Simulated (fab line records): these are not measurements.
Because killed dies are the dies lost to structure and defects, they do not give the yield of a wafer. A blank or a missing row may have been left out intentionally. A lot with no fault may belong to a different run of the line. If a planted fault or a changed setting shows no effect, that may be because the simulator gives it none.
Which of the tools did it? | flow n5Finfet | 10 lots, 29 wafers sampled, at 5 steps of a route of 1938

WHAT EACH GAUGE READ, for each wafer
N5_BEOL_M4_RC_MEAS_101.
lot  | measured     | on        | DIBL_N (mV/V)  | DIBL_P (mV/V)  | IOFF_N (nA/um) | IOFF_P (nA/um) | ION_N (uA/um) | ION_P (uA/um) | SS_N (mV/dec)  | SS_P (mV/dec)  | VT_N (mV)   | VT_P (mV)
L250 | day 9 03:11  | prober-02 | 36.0 37.3 34.0 | 37.4 39.0 34.3 | 0.15 0.18 0.12 | 0.20 0.24 0.16 | 672 677 667   | 462 466 459   | 71.8 72.3 70.9 | 72.7 73.0 72.2 | 253 248 255 | -249 -245 -253
L256 | day 10 06:03 | prober-01 | 36.7 35.2 36.3 | 37.6 34.0 36.4 | 0.18 0.14 0.17 | 0.25 0.19 0.23 | 683 671 680   | 469 462 468   | 72.4 72.2 71.4 | 73.7 72.9 73.7 | 249 251 247 | -246 -253 -248
L257 | day 10 15:05 | prober-02 | 37.7 37.1 33.0 | 36.8 37.5 32.3 | 0.17 0.16 0.10 | 0.23 0.24 0.18 | 684 676 658   | 466 464 465   | 71.6 71.7 70.5 | 72.6 72.6 71.5 | 249 248 254 | -252 -245 -252
L261 | day 11 18:03 | prober-01 | 38.7 36.9 39.0 | 39.9 36.2 39.8 | 0.19 0.15 0.20 | 0.30 0.23 0.28 | 674 667 693   | 465 461 476   | 72.4 72.3 72.3 | 74.5 73.8 74.2 | 250 251 247 | -245 -248 -243
L262 | day 12 15:23 | prober-01 | 36.3 37.1 34.0 | 36.3 38.0 34.8 | 0.15 0.18 0.12 | 0.21 0.23 0.18 | 649 688 645   | 448 463 452   | 71.2 72.0 71.3 | 73.1 73.9 73.1 | 252 247 257 | -251 -251 -253
L263 | day 12 23:53 | prober-02 | 32.7 35.0 34.2 | 33.9 36.7 36.0 | 0.12 0.13 0.14 | 0.17 0.19 0.18 | 649 659 674   | 456 456 461   | 71.4 71.4 71.5 | 72.4 72.8 73.4 | 253 255 252 | -253 -253 -254
L269 | day 13 22:59 | prober-01 | 33.9 34.4      | 32.8 35.4      | 0.14 0.14      | 0.20 0.23      | 669 675       | 474 474       | 71.3 71.8      | 71.6 73.3      | 251 252     | -247 -244
L270 | day 14 07:13 | prober-02 | 36.8 36.6 33.1 | 36.3 34.5 31.4 | 0.16 0.15 0.10 | 0.22 0.20 0.15 | 688 669 654   | 470 459 459   | 71.9 71.0 70.5 | 73.3 73.1 72.1 | 249 253 255 | -249 -250 -255
L271 | day 14 14:57 | prober-02 | 32.3 33.8 34.3 | 33.4 34.3 33.7 | 0.13 0.15 0.15 | 0.16 0.17 0.16 | 667 667 660   | 454 457 449   | 70.2 70.9 72.2 | 72.0 71.7 72.4 | 253 252 254 | -254 -254 -255
L272 | day 14 16:37 | prober-01 | 36.8 36.1 36.7 | 36.1 33.4 35.1 | 0.15 0.13 0.14 | 0.17 0.14 0.16 | 663 655 660   | 446 442 445   | 71.7 71.0 72.1 | 73.0 71.8 73.0 | 253 256 255 | -254 -258 -257

WHICH TOOL RAN EACH LOT (tool, then ch and the chambers of the sampled wafers, then the start)
lot  | N5_BEOL_M4_STRIP_97                          | N5_BEOL_M4_ALD_84                  | N5_BEOL_M4_ANNEAL_49        | N5_BEOL_M4_SPUTTER_79
L250 | rieDiel-04 ch 1,3, day 8 22:10 or earlier    | aldMetal-01 ch 0,2, day 8 22:10    | pvdSputter-01, day 9 00:25  | pvdSputter-01, day 9 00:33
L256 | rieDiel-02 ch 0,1, day 10 02:13 or earlier   | aldMetal-04 ch 0,2, day 10 02:13   | pvdSputter-01, day 10 02:49 | pvdSputter-01, day 10 02:57
L257 | rieDiel-04 ch 1,2,3, day 10 11:10 or earlier | aldMetal-04 ch 0,1,3, day 10 11:10 | pvdSputter-01, day 10 12:11 | pvdSputter-01, day 10 12:19
L261 | rieDiel-03 ch 0,1,2, day 11 14:41 or earlier | aldMetal-01 ch 1,2,3, day 11 14:41 | pvdSputter-03, day 11 15:17 | pvdSputter-03, day 11 15:25
L262 | rieDiel-02 ch 1,2,3, day 12 10:20 or earlier | aldMetal-04 ch 0,1, day 12 10:20   | pvdSputter-03, day 12 12:23 | pvdSputter-03, day 12 12:32
L263 | rieDiel-03 ch 1,2,3, day 12 20:16 or earlier | aldMetal-03 ch 1,2,3, day 12 20:16 | pvdSputter-02, day 12 20:54 | pvdSputter-02, day 12 21:02
L269 | rieDiel-03 ch 2,3, day 13 19:12 or earlier   | aldMetal-04 ch 0,1, day 13 19:12   | pvdSputter-01, day 13 19:43 | pvdSputter-01, day 13 19:51
L270 | rieDiel-04 ch 0,1,3, day 14 01:43 or earlier | aldMetal-04 ch 1,2, day 14 01:43   | pvdSputter-03, day 14 04:06 | pvdSputter-03, day 14 04:14
L271 | rieDiel-03 ch 0,1, day 14 11:19 or earlier   | aldMetal-04 ch 0,2, day 14 11:19   | pvdSputter-03, day 14 11:55 | pvdSputter-03, day 14 12:03
L272 | rieDiel-02 ch 0,1,2, day 14 11:28 or earlier | aldMetal-03 ch 1,3, day 14 11:28   | pvdSputter-01, day 14 13:43 | pvdSputter-01, day 14 13:51
- N5_BEOL_M4_STRIP_97: strips in N2/H2, time 10 s.
- N5_BEOL_M4_ALD_84: deposits TaN, pulse time 2 s, purge time 3 s, co reactant purge time 2 s.
- N5_BEOL_M4_ANNEAL_49: time 240 s.
- N5_BEOL_M4_SPUTTER_79: material Cu, target thk 4.5 nm, time 8.29 s.

WHAT THE TOOLS THEMSELVES READ (means of the sampled wafers that have a number; where no wafer has one, the mark that the record gives instead)
N5_BEOL_M4_STRIP_97.
lot  | tool       | drypumpMotorCurrentA (A) | oesProductAu (a.u.) | rfVppV (V) | showerheadPlenumPTorr (Torr) | throttleValvePct (%)
L250 | rieDiel-04 | 5.7                      | 0.89                | 58.4       | 2.48                         | 23.8
L256 | rieDiel-02 | 5.5                      | 0.76                | 58.9       | 2.46                         | 23.6
L257 | rieDiel-04 | 5.9                      | 0.81                | 58.8       | 2.49                         | 23.8
L261 | rieDiel-03 | 6.1                      | 0.77                | 58.7       | 2.61                         | 23.7
L262 | rieDiel-02 | 5.8                      | 0.71                | 59.1       | 2.52                         | 23.7
L263 | rieDiel-03 | 6.1                      | 0.79                | 60.4       | 2.62                         | 23.4
L269 | rieDiel-03 | 6.0                      | 0.75                | 59.9       | 2.64                         | 23.3
L270 | rieDiel-04 | 5.7                      | 0.84                | 59.2       | 2.46                         | 23.6
L271 | rieDiel-03 | 6.2                      | 0.75                | 59.6       | 2.60                         | 23.9
L272 | rieDiel-02 | 5.6                      | 0.79                | 58.3       | 2.50                         | 23.7

N5_BEOL_M4_ALD_84.
lot  | tool        | heaterPowerW (W)
L250 | aldMetal-01 | 394
L256 | aldMetal-04 | 408
L257 | aldMetal-04 | 413
L261 | aldMetal-01 | 390
L262 | aldMetal-04 | 404
L263 | aldMetal-03 | 390
L269 | aldMetal-04 | 403
L270 | aldMetal-04 | 381
L271 | aldMetal-04 | 402
L272 | aldMetal-03 | 382

N5_BEOL_M4_ANNEAL_49.
lot  | tool          | heaterPowerW (W)
L250 | pvdSputter-01 | 923
L256 | pvdSputter-01 | 773
L257 | pvdSputter-01 | 860
L261 | pvdSputter-03 | 996
L262 | pvdSputter-03 | 977
L263 | pvdSputter-02 | 1034
L269 | pvdSputter-01 | 874
L270 | pvdSputter-03 | 957
L271 | pvdSputter-03 | 1049
L272 | pvdSputter-01 | 826

N5_BEOL_M4_SPUTTER_79.
lot  | tool          | chamberPressurePa (Pa) | throttleValvePct (%)
L250 | pvdSputter-01 | 0.06992                | 30.1
L256 | pvdSputter-01 | 0.06993                | 29.7
L257 | pvdSputter-01 | 0.07176                | 29.7
L261 | pvdSputter-03 | 0.07008                | 30.0
L262 | pvdSputter-03 | 0.06998                | 30.1
L263 | pvdSputter-02 | 0.06998                | 30.1
L269 | pvdSputter-01 | 0.06984                | 31.3
L270 | pvdSputter-03 | 0.07004                | 30.4
L271 | pvdSputter-03 | 0.07018                | 29.6
L272 | pvdSputter-01 | 0.07006                | 29.6

THE ANSWER, worked out from the rows above alone
Rule: what is usual is taken from the lots themselves. The widest of any qualifying gaps counts: lots, ordered by their means at a reading, are off when they make up no more than a third of the lots, leave a main group of 4 or more, and stand apart from it by 3 or more times the standard deviation of that group's means. Not used: any main group whose means are identical at the precision the tables above print for the reading. Also off: a lot with no number at a reading for which 4 or more lots have one. The other lots that the step has rows for count as sound. After the gauges, taken in route order, come the tools' own readings; for these a lot's mean is taken, as printed above. At the first step where some lot is off, the reading lying furthest off is the one used; lots without a number count as furthest.
Off, at N5_BEOL_M4_SPUTTER_79 on chamberPressurePa: L257. The main group: mean 0.07000 Pa, standard deviation 9.5e-05.
If a tool, at that step or one of the process steps before it, ran each lot that is off and ran no sound lot following the first of them, it fits. N5_BEOL_M4_STRIP_97: start missing for some lots; hours and lot order therefore follow N5_BEOL_M4_ALD_84. No candidate that was tried fits.

WHAT THE SIMULATOR HAD INSERTED
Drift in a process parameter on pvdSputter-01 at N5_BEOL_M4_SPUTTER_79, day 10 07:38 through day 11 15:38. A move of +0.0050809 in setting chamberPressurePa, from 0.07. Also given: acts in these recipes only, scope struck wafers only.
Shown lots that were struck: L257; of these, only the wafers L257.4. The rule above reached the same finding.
